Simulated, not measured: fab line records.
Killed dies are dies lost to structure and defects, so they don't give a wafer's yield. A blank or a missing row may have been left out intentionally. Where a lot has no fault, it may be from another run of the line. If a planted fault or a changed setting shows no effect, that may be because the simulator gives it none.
Comparing a struck lot with a sound one | flow nand harc | 15 steps out of a route of 1159
Sound: wafers L355.2, L355.3, L355.5. Wafers L369.2, L369.5, L369.6 were the ones struck. The cause is given at the end.
Order at every step that has rows: each side's tool, ch and its chambers, its first start. Under that, the readings that differ: sound wafers | struck wafers | difference of the means | sigmas: that difference in standard deviations of wafers without a fault.
alike: readings whose means differ by less than 2 such deviations, and words and numbers that are the same on both sides. not compared: withheld readings, readings that some wafer has no value for, bounds like >300 that may hide the same value, and numbers for which the record gives no deviation and whose values overlap.
Wherever a step has rows on one side only, a row that says differs or no value, or a row with sigmas, the two part there. Non-overlapping numbers with no deviation appear without sigmas and do not part them. Lack of a reading on every wafer of one side parts them only where that side has two or more wafers.

first, 6 steps without rows for these wafers: NHARC_A_BLC_COAT_04 (resist thk 90 nm); NHARC_A_BLC_SOFTBAKE_05 (time 55 s); NHARC_A_BLC_EBR_06; NHARC_A_BLC_EXPOSE_07 (exposes mask A BLC, target cd 100 nm); NHARC_A_BLC_PEB_08 (peb time 65 s); NHARC_A_BLC_DEVELOP_09 (develop time 35 s).
NHARC_A_BLC_CD_MEAS_10: target cd 100 nm.
  sound on cd sem-02 ch 0, day 17 20:57; struck on cd sem-02 ch 0, day 20 13:57
  alike: cd nm
NHARC_A_BLC_OVL_MEAS_11:
  sound on overlay-02, day 17 21:02; struck on overlay-01, day 20 14:02
  alike: overlay x nm, overlay y nm
NHARC_A_BLC_INSPECT_12:
  sound on defect inspect-01, day 17 21:04; struck on defect inspect-01, day 20 14:05
  alike: raw defect count
NHARC_A_BLC_DESCUM_15: chemistry O2, time 3 s.
  sound on rie diel-12 ch 2,3, day 17 21:08; struck on rie diel-12 ch 1,2,3, day 20 14:10
  alike: drypump motor current A, oes product au, rf vpp V, showerhead plenum p Torr, throttle valve pct
  not compared: rf hours counter h
NHARC_A_BLC_ETCH_16: etches the open film in CF4, target depth 39 nm, time 65 s.
  sound on rie diel-12 ch 0,2,3, day 17 21:13; struck on rie diel-12 ch 0,1, day 20 14:13
  reading                | sound                | struck               | difference | sigmas
  throttle valve pct (%) | 13.273 13.311 13.291 | 13.274 13.269 13.272 | -0.020     | -2
  alike: bias w, cf4 flow sccm, drypump motor current A, oes product au, rf vpp V, showerhead plenum p Torr
  not compared: rf hours counter h
NHARC_A_BLC_ETCH_17: etches the open film in N2/H2, target depth 390 nm, time 609.38 s.
  sound: rie diel-12 ch 1,2,3; struck: rie diel-12 ch 1,2,3
  reading                | sound                | struck               | difference | sigmas
  throttle valve pct (%) | 14.159 14.156 14.164 | 14.185 14.186 14.191 | +0.028     | +3
  alike: bias w, chamber pressure mTorr, drypump motor current A, oes product au, rf vpp V, showerhead plenum p Torr
  not compared: rf hours counter h
NHARC_A_BLC_ETCH_18: etches the open film in C4F8/O2/Ar, target depth 910 nm.
  sound on rie diel-12 ch 1,2,3, day 17 21:44; struck on rie diel-12 ch 1,2, day 20 14:46
  no value came back on the struck wafers for bias w (W), chamber pressure mTorr (mTorr), oes product au (a.u.), rf vpp V (V); on the sound wafers bias w (W) reads 1513 1505 1497
  not compared: rf hours counter h
NHARC_A_BLC_CD_MEAS_19:
  sound on cd sem-01, day 17 22:07; struck on cd sem-01, day 20 15:06
  alike: cd nm
-- the record jumps here: 2 days lie between the struck wafers' starts before and after (it left off in module A_BLC and takes up again in module END, whose first step shown is number 1159 of the route) --
NHARC_END_SORT_01:
  sound on prober-01 ch 0, day 20 04:27; struck on prober-02 ch 0, day 22 18:52
  reading         | sound    | struck                                                               | difference                   | sigmas
  hold            | - - -    | await dispo/3.0h/scrap await dispo/3.0h/scrap await dispo/3.0h/scrap | no value on the sound wafers |
  killed at array | 12 15 12 | 672 674 675                                                          | +661                         | +69
  killed dies     | 15 19 16 | 677 677 677                                                          | +660                         | +66
  alike: killed at other, killed at periphery, killed open, killed short

== WHERE THEY PART ==
Earliest at NHARC_A_BLC_ETCH_16; latest, in this record, at NHARC_END_SORT_01.

WHY: what the simulator had put in
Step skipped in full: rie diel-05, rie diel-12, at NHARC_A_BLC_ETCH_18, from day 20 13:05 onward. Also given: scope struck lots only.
